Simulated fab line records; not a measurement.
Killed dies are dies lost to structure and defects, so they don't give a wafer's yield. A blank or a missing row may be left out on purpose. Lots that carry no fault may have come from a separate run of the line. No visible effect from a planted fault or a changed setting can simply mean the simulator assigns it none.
fab line records	flow n5Finfet
record: lots: 7	wafers: 39
route steps=1938 shown BEOL_M6@1198 BEOL_M8@1371 BEOL_M11@1579 BEOL_M14@1749
startH: start of the lot's first displayed wafer, in hours after the record's first day	waitH: hours elapsed since this lot's preceding step	" same as the row above	L1.1+2: a row that stands for several wafers	- value missing, or start not given	* or withheld: withheld	< > ~ a bound
route shown NAME@n: names a module that has steps shown in the file, with the first one's number in the route	usual: mean/standard deviation taken from wafers without a fault	same: alike in all rows	chamber/n: place in a boat	sites: per-site readings	_std_site: standard deviation of those values	_edge_site: outer sites' mean less inner sites'	radiusMm: for every site, how far away it sits from the centre of the wafer	mask NAME#n: copy n	behind: the tool/chamber that last shaped the wafer	hold: reason for holding the lot/hours on hold/outcome of the hold	device: transistor that didn't switch, given as n, p or np	end of line: the tests these same wafers got at the end of their route	a step without rows: its recipe alone	killed: dies that structure and defects cost at the first sort, which is not the same as the wafer's yield	map: the dies of a wafer, with x for killed, . for not killed, _ for no die there
set.NAME: the run value of the setting; set.NAME@STEP: its run value at that earlier step	model.NAME: the simulator's own value behind a step, which no gauge read
lots with deliberately changed settings; one table per step, one row per wafer
== steps ==
step: N5_BEOL_M6_HM_DEP_02
recipe: material: TiN	targetThkA: 200	tempC: 25	chamberPressurePa: 0.49996
lot.wafer	tool	chamber	startH	waitH	set.targetThkA	model.TiN_of_BEOL_M6_HM_DEP_02.thkNm
L075.1+2+5	pvdSputter-01	-	256.53	1.2	89.3	9
L075.3	"	-	"	"	200	19.8
L075.4+6	"	-	"	"	200	20
L078.1	pvdSputter-01	-	259.61	1.8	132.7	13.2
L078.2+6	"	-	"	"	132.7	13
L078.3+4+5	"	-	"	"	200	19.8
L079.1	pvdSputter-02	-	265.28	1.1	200	20.4
L079.2	"	-	"	"	311	31.2
L079.3	"	-	"	"	200	20
L079.4+5	"	-	"	"	311	31.4
L079.6	"	-	"	"	200	20.2
L082.1+6	pvdSputter-02	-	290.75	1.6	247	24.6
L082.2+4	"	-	"	"	200	20.2
L082.3	"	-	"	"	247	25
L082.5	"	-	"	"	200	20.4
L083.1	pvdSputter-03	-	294.88	2.7	254.1	25
L083.2	"	-	"	"	254.1	25.2
L083.3	"	-	"	"	200	20
L083.4	"	-	"	"	254.1	25.4
L083.5+6	"	-	"	"	200	19.6
L091.1	pvdSputter-02	-	343.53	0.4	200	20.2
L091.2	"	-	"	"	200	20
L091.3+6	"	-	"	"	122.8	12.6
L091.4	"	-	"	"	122.8	12.4
L091.5	"	-	"	"	200	20.4
L095.2+3	pvdSputter-03	-	360.67	1.6	200	20.4
L095.6	"	-	"	"	200	20
step: N5_BEOL_M6_COAT_59
recipe: resist: SOC	tempC: 250	timeS: 60	spinRpm: 1500	resistThkNm: 100
step: N5_BEOL_M6_COAT_60
recipe: resist: SiARC	tempC: 220	timeS: 60	spinRpm: 1500	resistThkNm: 35
step: N5_BEOL_M6_STRIP_68
recipe: chemistry: N2/H2	tempC: 40	n2FlowSccm: 200	h2FlowSccm: 200	rfFrequencyHz: 6e+07
step: N5_BEOL_M6_STRIP_67
recipe: chemistry: CF4	resist: SiARC	powerW: 300	biasPowerW: 75	pressureMtorr: 50	cf4FlowSccm: 150	rfFrequencyHz: 6e+07
step: N5_BEOL_M6_HM_OPEN_17
recipe: chemistry: Cl2/BCl3	targetDepthA: 200	overetchA: 60	target: TiN	maskMaterial: SOC	ionEnergyEv: 150	pressureMtorr: 10	icpW: 1000	biasW: 126	Cl2_flow_sccm: 53.25	bcl3FlowSccm: 21.75	Ar_flow_sccm: 25
usual: oesProductAu: 0.69/0.062
lot.wafer	tool	chamber	startH	waitH	set.targetThkA@BEOL_M6_HM_DEP_02	oesProductAu	model.etch.depthNm
L075.1	rieMetal-03	1	257.39	0.0	89.3	0.47	8.917
L075.2	"	0	"	"	89.3	0.50	8.929
L075.3	"	1	"	"	200	0.66	19.87
L075.4	"	0	"	"	200	0.73	19.97
L075.5	"	1	"	"	89.3	0.46	8.924
L075.6	"	0	"	"	200	0.72	19.92
L078.1	rieMetal-03	1	261.19	0.0	132.7	0.54	13.2
L078.2	"	0	"	"	132.7	0.58	12.96
L078.3	"	1	"	"	200	0.66	19.85
L078.4	"	0	"	"	200	0.72	19.71
L078.5	"	1	"	"	200	0.66	19.75
L078.6	"	0	"	"	132.7	0.59	13.04
L079.1	rieMetal-02	0	266.02	0.0	200	0.68	20.36
L079.2	"	1	"	"	311	0.87	26.55
L079.3	"	0	"	"	200	0.67	20.02
L079.4	"	1	"	"	311	0.87	26.63
L079.5	"	1	"	"	311	0.87	26.66
L079.6	"	0	"	"	200	0.67	20.17
L082.1	rieMetal-03	1	291.58	0.0	247	0.74	24.68
L082.2	"	0	"	"	200	0.71	20.29
L082.3	"	1	"	"	247	0.74	24.94
L082.4	"	0	"	"	200	0.72	20.19
L082.5	"	1	"	"	200	0.66	20.39
L082.6	"	0	"	"	247	0.79	24.66
L083.1	rieMetal-01	1	295.74	0.0	254.1	0.88	25.02
L083.2	"	0	"	"	254.1	0.88	24.9
L083.3	"	1	"	"	200	0.76	19.99
L083.4	"	0	"	"	254.1	0.88	25.01
L083.5	"	1	"	"	200	0.77	19.68
L083.6	"	0	"	"	200	0.78	19.64
L091.1	rieMetal-02	1	344.40	0.0	200	0.72	20.12
L091.2	"	0	"	"	200	0.65	20.08
L091.3	"	0	"	"	122.8	0.52	12.64
L091.4	"	1	"	"	122.8	0.57	12.43
L091.5	"	0	"	"	200	0.66	20.32
L091.6	"	1	"	"	122.8	0.57	12.57
L095.2	rieMetal-02	0	361.54	0.0	200	0.66	20.34
L095.3	"	0	"	"	200	0.66	20.3
L095.6	"	1	"	"	200	0.71	19.91
step: N5_BEOL_M8_ETCH_66
recipe: chemistry: N2/H2	target: SOC	targetDepthA: 800	overetchA: 160	maskMaterial: SiARC	tempC: 40	timeS: 120	ionEnergyEv: 200	pressureMtorr: 30	sourceW: 840	biasW: 150	n2FlowSccm: 200	h2FlowSccm: 200
lot.wafer	tool	chamber	startH	waitH	set.targetDepthA	model.SiARC_of_BEOL_M8_COAT_64.thkNm
L075.1	rieDiel-01	2	275.98	0.0	800	6.4
L075.2+6	"	0	"	"	643.4	7.6
L075.3+5	"	1,3	"	"	800	6.2
L075.4	"	3	"	"	643.4	7.2
L078.1	rieDiel-04	3	280.38	0.0	800	6.2
L078.2+4+5+6	"	2,1,2,3	"	"	800	6.4
L078.3	"	0	"	"	800	6.6
L079.1+5	rieDiel-04	2,3	286.16	0.0	567	7.8
L079.2	"	3	"	"	567	7.6
L079.3+6	"	0	"	"	800	6.6
L079.4	"	1	"	"	800	6.4
L082.1	rieDiel-01	0	310.94	0.0	800	6.8
L082.2	"	2	"	"	800	6.4
L082.3+4+6	"	1,3,3	"	"	1112	4.4
L082.5	"	2	"	"	800	6.6
L083.1+3	rieDiel-03	0,2	315.19	0.0	800	6.4
L083.2	"	1	"	"	800	6.6
L083.4	"	1	"	"	498.2	8.4
L083.5+6	"	0,2	"	"	498.2	8.2
L091.1	rieDiel-03	2	370.40	0.0	587.7	7.6
L091.2+6	"	1	"	"	587.7	7.8
L091.3+5	"	3,0	"	"	800	6.6
L091.4	"	0	"	"	800	6.4
L095.2+3+6	rieDiel-03	3,0,1	382.78	0.0	800	6.4
step: N5_BEOL_M11_ETCH_41
recipe: chemistry: CH3F/O2	target: SiCN	targetDepthA: 426	taperDeg: 2	timeS: 86	ionEnergyEv: 120	maskMaterial: TiN	pressureMtorr: 30	sourceW: 395	biasW: 75	Ar_flow_sccm: 150	CH3F_flow_sccm: 30	O2_flow_sccm: 20
lot.wafer	tool	chamber	startH	waitH	set.timeS	model.etch.depthNm
L075.1	rieDiel-05	0	-	-	135.5	52.1
L075.2	"	3	"	"	86	32.08
L075.3	"	2	"	"	135.5	51.95
L075.4	"	1	"	"	135.5	51.28
L075.5	"	1	"	"	86	32.41
L075.6	"	0	"	"	86	33.2
L078.1	rieDiel-02	1	-	-	48.25	18.51
L078.2	"	2	"	"	86	33.1
L078.3	"	3	"	"	48.25	18.6
L078.4	"	0	"	"	48.25	18.65
L078.5	"	2	"	"	86	33.38
L078.6	"	1	"	"	86	32.5
L079.1	rieDiel-02	1	-	-	86	32.89
L079.2	"	0	"	"	86	33.02
L079.3	"	2	"	"	86	33.31
L079.4	"	3	"	"	86	33.36
L079.5	"	2	"	"	86	33.22
L079.6	"	3	"	"	86	33.03
L082.1	rieDiel-06	3	-	-	86	32.26
L082.2	"	1	"	"	86	32.54
L082.3	"	0	"	"	86	32.78
L082.4	"	1	"	"	86	32.38
L082.5	"	3	"	"	86	31.82
L082.6	"	0	"	"	86	32.84
L083.1	rieDiel-06	1	-	-	86	32.68
L083.2	"	3	"	"	86	32.03
L083.3	"	0	"	"	127.9	48.88
L083.4	"	3	"	"	127.9	47.31
L083.5	"	0	"	"	86	32.75
L083.6	"	1	"	"	127.9	48.48
L091.1	rieDiel-05	1	-	-	86	32.32
L091.2	"	3	"	"	123.1	47.93
L091.3	"	0	"	"	86	33.05
L091.4	"	2	"	"	123.1	47.04
L091.5	"	0	"	"	123.1	46.93
L091.6	"	3	"	"	86	33.7
L095.2	rieDiel-06	1	-	-	86	32.36
L095.3	"	0	"	"	86	32.2
L095.6	"	3	"	"	86	32.63
step: N5_BEOL_M14_DESCUM_33
recipe: chemistry: O2	timeS: 7.9	sourcePowerW: 50	biasPowerW: 20	pressureMtorr: 20	rfFrequencyHz: 2.712e+07	tempC: 40	o2FlowSccm: 225
lot.wafer	tool	chamber	startH	waitH	set.timeS	model.coat_of_BEOL_M14_COAT_22.thkNm
L075.1	rieDiel-03	1	316.30	0.0	7.9	282.6
L075.2	"	0	"	"	11.01	280.4
L075.3	"	2	"	"	7.9	283.2
L075.4	"	1	"	"	11.01	282
L075.5	"	0	"	"	11.01	281.6
L075.6	"	2	"	"	7.9	282.8
L078.1	rieDiel-03	2	325.96	0.0	6.513	283.6
L078.2+4+5	"	0,1,2	"	"	7.9	282.4
L078.3	"	1	"	"	6.513	283
L078.6	"	0	"	"	6.513	283.8
L079.1	rieDiel-01	0	327.40	0.1	7.9	282.2
L079.2	"	2	"	"	12.44	279.6
L079.3	"	1	"	"	12.44	280.2
L079.4	"	3	"	"	12.44	278.6
L079.5	"	2	"	"	7.9	282.6
L079.6	"	3	"	"	7.9	282
L082.1	rieDiel-03	2	352.28	0.0	7.9	284.4
L082.2	"	0	"	"	7.9	283.6
L082.3	"	3	"	"	10.29	281.2
L082.4	"	1	"	"	7.9	283
L082.5	"	0	"	"	10.29	282.8
L082.6	"	1	"	"	10.29	282
L083.1	rieDiel-04	3	355.32	0.0	7.9	284
L083.2+5	"	1,0	"	"	7.9	283.8
L083.3	"	0	"	"	7.9	283.4
L083.4	"	1	"	"	7.9	283.2
L083.6	"	3	"	"	7.9	283.6
L091.1	rieDiel-04	0	414.25	0.0	4.847	283.4
L091.2	"	2	"	"	4.847	283.8
L091.3	"	3	"	"	4.847	283.6
L091.4+6	"	1,3	"	"	7.9	282
L091.5	"	2	"	"	7.9	281
L095.2+6	rieDiel-04	3,2	428.03	0.0	7.9	281.4
L095.3	"	1	"	"	7.9	282
step: N5_BEOL_M14_ETCH_67
recipe: chemistry: CF4	target: SiARC	targetDepthA: 1430	timeS: 238.3	ionEnergyEv: 80	pressureMtorr: 40	sourceW: 545	biasW: 36	Ar_flow_sccm: 100	cf4FlowSccm: 100	ends: cleared
lot.wafer	tool	chamber	startH	waitH	set.timeS@BEOL_M14_DESCUM_33	model.coat_of_BEOL_M14_COAT_22.thkNm
L075.1+6	rieDiel-03	1,2	316.34	0.0	7.9	211.4
L075.2	"	0	"	"	11.01	209
L075.3	"	2	"	"	7.9	212
L075.4	"	1	"	"	11.01	210.6
L075.5	"	0	"	"	11.01	210.4
L078.1	rieDiel-03	2	325.99	0.0	6.513	212
L078.2+4	"	0,1	"	"	7.9	211.2
L078.3	"	1	"	"	6.513	211.8
L078.5	"	2	"	"	7.9	211
L078.6	"	0	"	"	6.513	212.4
L079.1	rieDiel-01	0	327.44	0.0	7.9	211
L079.2	"	2	"	"	12.44	208.2
L079.3	"	1	"	"	12.44	209
L079.4	"	3	"	"	12.44	207.6
L079.5	"	2	"	"	7.9	211.2
L079.6	"	3	"	"	7.9	210.8
L082.1	rieDiel-03	2	352.32	0.0	7.9	212.8
L082.2	"	0	"	"	7.9	211.8
L082.3	"	3	"	"	10.29	209.8
L082.4	"	1	"	"	7.9	211.4
L082.5	"	0	"	"	10.29	211
L082.6	"	1	"	"	10.29	210.4
L083.1	rieDiel-04	3	355.35	0.0	7.9	212.4
L083.2+5	"	1,0	"	"	7.9	212.2
L083.3	"	0	"	"	7.9	211.8
L083.4	"	1	"	"	7.9	211.4
L083.6	"	3	"	"	7.9	212
L091.1+3	rieDiel-04	0,3	414.29	0.0	4.847	211.8
L091.2	"	2	"	"	4.847	212
L091.4+6	"	1,3	"	"	7.9	210.4
L091.5	"	2	"	"	7.9	209.4
L095.2	rieDiel-04	3	428.06	0.0	7.9	209.8
L095.3	"	1	"	"	7.9	210
L095.6	"	2	"	"	7.9	209.6
== key ==
split: step: N5_BEOL_M6_HM_DEP_02	setting: targetThkA	stated: 200	by: wafer
response: step: N5_BEOL_M6_HM_DEP_02	reading: model.TiN_of_BEOL_M6_HM_DEP_02.thkNm	change: +0.199	per: 1%	r: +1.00
response: step: N5_BEOL_M6_HM_OPEN_17	reading: oesProductAu	change: +0.00366	per: 1%	r: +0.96
response: step: N5_BEOL_M6_HM_OPEN_17	reading: model.etch.depthNm	change: +0.172	per: 1%	r: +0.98
split: step: N5_BEOL_M8_ETCH_66	setting: targetDepthA	stated: 800	by: wafer
response: step: N5_BEOL_M8_ETCH_66	reading: model.SiARC_of_BEOL_M8_COAT_64.thkNm	change: -0.05	per: 1%	r: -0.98
split: step: N5_BEOL_M11_ETCH_41	setting: timeS	stated: 86	by: wafer
response: step: N5_BEOL_M11_ETCH_41	reading: model.etch.depthNm	change: +0.329	per: 1%	r: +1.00
split: step: N5_BEOL_M14_DESCUM_33	setting: timeS	stated: 7.9	by: wafer
response: step: N5_BEOL_M14_DESCUM_33	reading: model.coat_of_BEOL_M14_COAT_22.thkNm	change: -0.0482	per: 1%	r: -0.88
response: step: N5_BEOL_M14_ETCH_67	reading: model.coat_of_BEOL_M14_COAT_22.thkNm	change: -0.0468	per: 1%	r: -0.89
